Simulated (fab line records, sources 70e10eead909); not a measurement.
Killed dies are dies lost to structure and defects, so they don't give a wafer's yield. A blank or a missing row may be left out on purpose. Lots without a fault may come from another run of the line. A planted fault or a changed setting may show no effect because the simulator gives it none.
Chamber matching | flow nand_harc | NHARC_A_M1_ETCH_35 on rie_diel-12: 4 sister chambers
The step etches the open film in N2/H2, target depth 40 nm, overetch 12 nm, time 43.94 s. 14 wafers are shown with their chamber, then 7 later ones without.

WAFERS WITH THEIR CHAMBER
wafer  | chamber | showerhead_plenum_p_Torr (Torr) | drypump_motor_current_A (A) | rf_vpp_V (V)
L075.3 | 2       | 2.10                            | 5.6                         | 431.8
L075.4 | 3       | 2.18                            | 6.0                         | 434.9
L075.5 | 0       | 1.97                            | 5.7                         | 427.8
L077.1 | 3       | 2.18                            | 6.0                         | 434.4
L077.2 | 0       | 1.97                            | 5.7                         | 428.1
L077.4 | 1       | 2.20                            | 5.2                         | 434.2
L083.1 | 0       | 1.97                            | 5.7                         | 428.8
L083.2 | 3       | 2.18                            | 5.9                         | 434.1
L083.5 | 1       | 2.19                            | 5.2                         | 434.2
L088.2 | 0       | 1.97                            | 5.7                         | 428.0
L088.3 | 3       | 2.18                            | 6.0                         | 432.7
L088.4 | 1       | 2.19                            | 5.2                         | 434.7
L089.4 | 2       | 2.10                            | 5.6                         | 433.1
L089.5 | 3       | 2.18                            | 5.9                         | 434.4

SIGNATURES (means of the wafers above)
reading                  | chamber 0 | chamber 1 | chamber 2 | chamber 3 | scatter within a chamber
showerhead_plenum_p_Torr | 1.9700    | 2.1933    | 2.1000    | 2.1800    | 0.00258
drypump_motor_current_A  | 5.700     | 5.200     | 5.600     | 5.960     | 0.0346
rf_vpp_V                 | 428.175   | 434.367   | 432.450   | 434.100   | 0.66
Rule: a wafer's distance from a chamber is the root of the sum, over the readings, of the square of ((its reading less the chamber's mean) divided by the reading's scatter). The wafer belongs to the nearest chamber; if the next one is less than 2 further off, it can't be placed. The scatter: the root of (the sum of the squares of (reading less its chamber's mean) over the shown wafers, divided by (wafers less chambers)).

WAFERS WITHOUT THEIR CHAMBER
wafer  | showerhead_plenum_p_Torr (Torr) | drypump_motor_current_A (A) | rf_vpp_V (V)
L089.6 | 2.19                            | 5.2                         | 434.3
L092.2 | 2.10                            | 5.6                         | 432.9
L092.3 | 2.19                            | 5.2                         | 434.4
L092.6 | 2.10                            | 5.6                         | 433.2
L095.1 | 2.10                            | 5.6                         | 430.5
L095.4 | 1.97                            | 5.7                         | 429.1
L095.6 | 2.18                            | 6.0                         | 434.8

WHICH CHAMBER EACH WENT THROUGH
wafer  | from the rows above | in truth
L089.6 | 1                   | 1
L092.2 | 2                   | 2
L092.3 | 1                   | 1
L092.6 | 2                   | 2
L095.1 | 2                   | 2
L095.4 | 0                   | 0
L095.6 | 3                   | 3
Placed correctly: 7 of 7. Can't be placed from these rows: 0. Placed wrongly: 0.
